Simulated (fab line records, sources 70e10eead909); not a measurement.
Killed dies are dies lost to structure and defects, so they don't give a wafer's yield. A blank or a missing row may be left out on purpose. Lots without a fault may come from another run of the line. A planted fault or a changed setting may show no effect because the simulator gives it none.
Which tool did it? | flow nand_harc | 11 lots, 33 wafers sampled, at 7 steps of a route of 1302

WHAT THE GAUGES READ, wafer by wafer
NHARC_P_M2_THK_MEAS_24: measures by xrf. Usual: thk_nm 144.3 nm, standard deviation 1.3.
lot  | measured     | on            | thk_nm (nm)       | flag
L717 | day 7 04:01  | film_metro-01 | 143.7 144.8 143.8 |
L718 | day 7 18:22  | film_metro-01 | 144.8 145.4 142.3 |
L720 | day 8 18:50  | film_metro-01 | 143.7 145.4 146.0 |
L721 | day 8 22:06  | film_metro-01 | 141.3 143.9 142.3 |
L723 | day 10 02:51 | film_metro-01 | 143.8 145.7 144.8 |
L724 | day 10 08:06 | film_metro-01 | 145.8 145.7 143.9 |
L726 | day 10 23:46 | film_metro-01 | 145.9 146.4 144.8 |
L727 | day 11 09:04 | film_metro-01 | 142.6 143.6 142.5 |
L729 | day 12 11:53 | film_metro-02 | 146.2 143.7 144.8 |
L731 | day 13 03:46 | film_metro-01 | 143.8 111.8 145.8 | OFF
L733 | day 13 23:31 | film_metro-01 | 144.6 112.4 109.8 | OFF

NHARC_END_SORT_01. Usual: defect_limited_yield 93.3 %, standard deviation 1.5; killed_at_array 41, standard deviation 10; killed_at_other 0.8, standard deviation 0.91; killed_at_periphery 4.2, standard deviation 2.9; killed_dies 46, standard deviation 10; killed_open 3.5, standard deviation 2.1; killed_short 2.5, standard deviation 1.6; sort_bin_2_pct 2.4 %, standard deviation 0.71; sort_bin_3_pct 0.6 %, standard deviation 0.33; sort_bin_4_pct 3.8 %, standard deviation 0.93; sort_n_pass 631, standard deviation 10; sort_rim_yield_pct 86 %, standard deviation 4.5; sort_yield_pct 93.3 %, standard deviation 1.5.
lot  | measured     | on        | defect_limited_yield (%) | killed_at_array | killed_at_other | killed_at_periphery | killed_dies | killed_open | killed_short | sort_bin_2_pct (%) | sort_bin_3_pct (%) | sort_bin_4_pct (%) | sort_n_pass | sort_rim_yield_pct (%) | sort_yield_pct (%) | flag
L726 | day 29 03:11 | prober-01 | 93.6                     | 38              | 2               | 3                   | 43          | 3           | 0            | 2.2                | 0.4                | 3.7                | 634         | 85                     | 93.6               |
L731 | day 31 08:24 | prober-02 | 89.5 0 92.5              | 70 62 47        | 0 1 0           | 1 614 4             | 71 677 51   | 2 2 2       | 2 3 2        | 3.8 94.2 3.5       | 0.9 0.9 0.9        | 5.8 4.9 3.1        | 606 0 626   | 77 0 81                | 89.5 0 92.5        | OFF
L733 | day 31 09:58 | prober-01 | 91.0 0 0.4               | 52 55 47        | 1 1 0           | 8 621 627           | 61 677 674  | 5 1 4       | 3 5 1        | 2.8 94.2 95.1      | 0.6 0.9 0.7        | 5.6 4.9 3.7        | 616 0 3     | 81 0 1                 | 91.0 0 0.4         | OFF

WHICH TOOL RAN EACH LOT (tool, then ch and the chambers of the sampled wafers, then the start)
lot  | NHARC_P_M1_ANNEAL_31             | NHARC_P_M2_PVD_20                       | NHARC_P_M2_ECD_22              | NHARC_P_M2_CMP_23             | NHARC_P_M2_PRE_CLEAN_32
L717 | rtp_anneal-02 ch 0, day 6 23:07  | pvd_sputter-01, day 7 02:58 or earlier  | ecd_cu-01 ch 0,1, day 7 02:58  | cmp-03 ch 0,3, day 7 03:42    | pecvd-01 ch 1,2, day 7 04:16
L718 | rtp_anneal-01 ch 0, day 7 13:37  | pvd_sputter-02, day 7 17:23 or earlier  | ecd_cu-02 ch 0,1, day 7 17:23  | cmp-02 ch 0,2,3, day 7 18:07  | pecvd-03 ch 0,2, day 7 18:37
L720 | rtp_anneal-02 ch 0, day 8 14:04  | pvd_sputter-01, day 8 17:48 or earlier  | ecd_cu-01 ch 0,1, day 8 17:48  | cmp-03 ch 1,2, day 8 18:31    | pecvd-01 ch 0,2, day 8 19:05
L721 | rtp_anneal-02 ch 0, day 8 17:18  | pvd_sputter-03, day 8 21:04 or earlier  | ecd_cu-01 ch 0,1, day 8 21:04  | cmp-01 ch 1,2,3, day 8 21:47  | pecvd-02 ch 0,1,2, day 8 22:20
L723 | rtp_anneal-02 ch 0, day 9 22:03  | pvd_sputter-02, day 10 01:52 or earlier | ecd_cu-01 ch 0,1, day 10 01:52 | cmp-03 ch 1,2, day 10 02:32   | pecvd-02 ch 0,1,2, day 10 03:04
L724 | rtp_anneal-01 ch 0, day 10 03:13 | pvd_sputter-03, day 10 07:04 or earlier | ecd_cu-02 ch 0,1, day 10 07:04 | cmp-03 ch 1,2,3, day 10 07:47 | pecvd-01 ch 0,1, day 10 08:20
L726 | rtp_anneal-02 ch 0, day 10 19:07 | pvd_sputter-01, day 10 22:50 or earlier | ecd_cu-02 ch 0,1, day 10 22:50 | cmp-03 ch 2,3, day 10 23:29   | pecvd-03 ch 0,1,2, day 11 00:01
L727 | rtp_anneal-01 ch 0, day 11 04:15 | pvd_sputter-02, day 11 08:02 or earlier | ecd_cu-01 ch 0,1, day 11 08:02 | cmp-01 ch 2,3, day 11 08:47   | pecvd-02 ch 0,2, day 11 09:19
L729 | rtp_anneal-01 ch 0, day 12 07:11 | pvd_sputter-01, day 12 10:52 or earlier | ecd_cu-02 ch 0,1, day 12 10:52 | cmp-03 ch 2,3, day 12 11:35   | pecvd-02 ch 1,2, day 12 12:07
L731 | rtp_anneal-01 ch 0, day 12 22:57 | pvd_sputter-01, day 13 02:47 or earlier | ecd_cu-02 ch 0,1, day 13 02:47 | cmp-01 ch 0,2, day 13 03:28   | pecvd-02 ch 0,1, day 13 03:59
L733 | rtp_anneal-01 ch 0, day 13 18:56 | pvd_sputter-02, day 13 22:34 or earlier | ecd_cu-02 ch 0,1, day 13 22:34 | cmp-03 ch 0,3, day 13 23:12   | pecvd-03 ch 0,1,2, day 13 23:44
- NHARC_P_M1_ANNEAL_31: time 90 s.
- NHARC_P_M2_PVD_20: deposits TaN, target thk 5 nm, time 8.06 s.
- NHARC_P_M2_ECD_22: material Cu, target thk 400 nm.
- NHARC_P_M2_CMP_23: polishes, t overpolish 20 s, target thk 144.3 nm.
- NHARC_P_M2_PRE_CLEAN_32: time 12 s.

WHAT THE TOOLS THEMSELVES READ (means of the sampled wafers that have a number; where no wafer has one, the mark that the record gives instead)
NHARC_P_M1_ANNEAL_31. Usual: wafer_temp_C_max 226.00, standard deviation 0.26.
lot  | tool          | wafer_temp_C_max | flag
L717 | rtp_anneal-02 | 226.12           |
L718 | rtp_anneal-01 | 225.98           |
L720 | rtp_anneal-02 | 226.12           |
L721 | rtp_anneal-02 | 225.82           |
L723 | rtp_anneal-02 | 225.89           |
L724 | rtp_anneal-01 | 226.23           |
L726 | rtp_anneal-02 | 226.11           |
L727 | rtp_anneal-01 | 225.84           |
L729 | rtp_anneal-01 | 226.16           |
L731 | rtp_anneal-01 | 225.78           |
L733 | rtp_anneal-01 | 225.81           |

NHARC_P_M2_PVD_20. Usual: throttle_valve_pct 29.5 %, standard deviation 1.2.
lot  | tool           | throttle_valve_pct (%) | flag
L717 | pvd_sputter-01 | 29.6                   |
L718 | pvd_sputter-02 | 29.4                   |
L720 | pvd_sputter-01 | 29.6                   |
L721 | pvd_sputter-03 | 28.1                   |
L723 | pvd_sputter-02 | 30.1                   |
L724 | pvd_sputter-03 | 28.3                   |
L726 | pvd_sputter-01 | 30.6                   |
L727 | pvd_sputter-02 | 29.2                   |
L729 | pvd_sputter-01 | 29.8                   |
L731 | pvd_sputter-01 | 30.0                   |
L733 | pvd_sputter-02 | 29.3                   |

NHARC_P_M2_ECD_22. Usual: bath_temp_c 24.99 C, standard deviation 0.1.
lot  | tool      | bath_temp_c (C) | flag
L717 | ecd_cu-01 | 25.03           |
L718 | ecd_cu-02 | 24.90           |
L720 | ecd_cu-01 | 24.96           |
L721 | ecd_cu-01 | 25.07           |
L723 | ecd_cu-01 | 25.11           |
L724 | ecd_cu-02 | 25.03           |
L726 | ecd_cu-02 | 24.91           |
L727 | ecd_cu-01 | 25.02           |
L729 | ecd_cu-02 | 24.88           |
L731 | ecd_cu-02 | 24.88           |
L733 | ecd_cu-02 | 24.86           |

NHARC_P_M2_CMP_23. Usual: motor_current_A 11.9 A, standard deviation 1.1; time_to_endpoint_s 28.9 s, standard deviation 2.4.
lot  | tool   | motor_current_A (A) | time_to_endpoint_s (s) | flag
L717 | cmp-03 | 12.4                | 29.3                   |
L718 | cmp-02 | 11.6                | 27.6                   |
L720 | cmp-03 | 11.3                | 31.4                   |
L721 | cmp-01 | 11.6                | 24.9                   |
L723 | cmp-03 | 11.6                | 29.5                   |
L724 | cmp-03 | 11.5                | 31.6                   |
L726 | cmp-03 | 11.0                | 29.5                   |
L727 | cmp-01 | 10.8                | 26.2                   |
L729 | cmp-03 | 11.2                | 30.8                   |
L731 | cmp-01 | 13.2                | 19.6                   | OFF
L733 | cmp-03 | 12.9                | 17.2                   | OFF

NHARC_P_M2_PRE_CLEAN_32. Usual: heater_power_w 597 W, standard deviation 75.
lot  | tool     | heater_power_w (W) | flag
L717 | pecvd-01 | 591                |
L718 | pecvd-03 | 518                |
L720 | pecvd-01 | 577                |
L721 | pecvd-02 | 580                |
L723 | pecvd-02 | 581                |
L724 | pecvd-01 | 676                |
L726 | pecvd-03 | 605                |
L727 | pecvd-02 | 539                |
L729 | pecvd-02 | 604                |
L731 | pecvd-02 | 593                |
L733 | pecvd-03 | 594                |

THE ANSWER, worked out from the rows above alone
Rule: a lot is off if the mean of its wafers that have a number lies more than 3 standard deviations from the usual mean. A lot without any number at a reading at which 4 lots or more have one is off too. The other lots that the step has rows for count as sound. The gauges are gone through in route order, then the tools' own readings, and for those a lot's mean is taken as printed above. The first step at which some lot is off is used, and at that step the reading that is off furthest; a lot without a number counts as furthest.
Off: L731, L733, at NHARC_P_M2_THK_MEAS_24 (thk_nm).
A tool fits if, at a process step before that reading, it ran every lot that is off, and no sound lot after the first of them. The gauges at NHARC_P_M2_THK_MEAS_24 aren't tried: what is off there is off at NHARC_END_SORT_01 too, on other tools, and a gauge's error can't cause that. NHARC_P_M2_PVD_20 gives no start for some lots, so the hours and the order of its lots are those of NHARC_P_M2_ECD_22. Can't be told from this: 2 tools fit, rtp_anneal-01 at NHARC_P_M1_ANNEAL_31, ecd_cu-02 at NHARC_P_M2_ECD_22.

WHAT THE SIMULATOR HAD PUT IN
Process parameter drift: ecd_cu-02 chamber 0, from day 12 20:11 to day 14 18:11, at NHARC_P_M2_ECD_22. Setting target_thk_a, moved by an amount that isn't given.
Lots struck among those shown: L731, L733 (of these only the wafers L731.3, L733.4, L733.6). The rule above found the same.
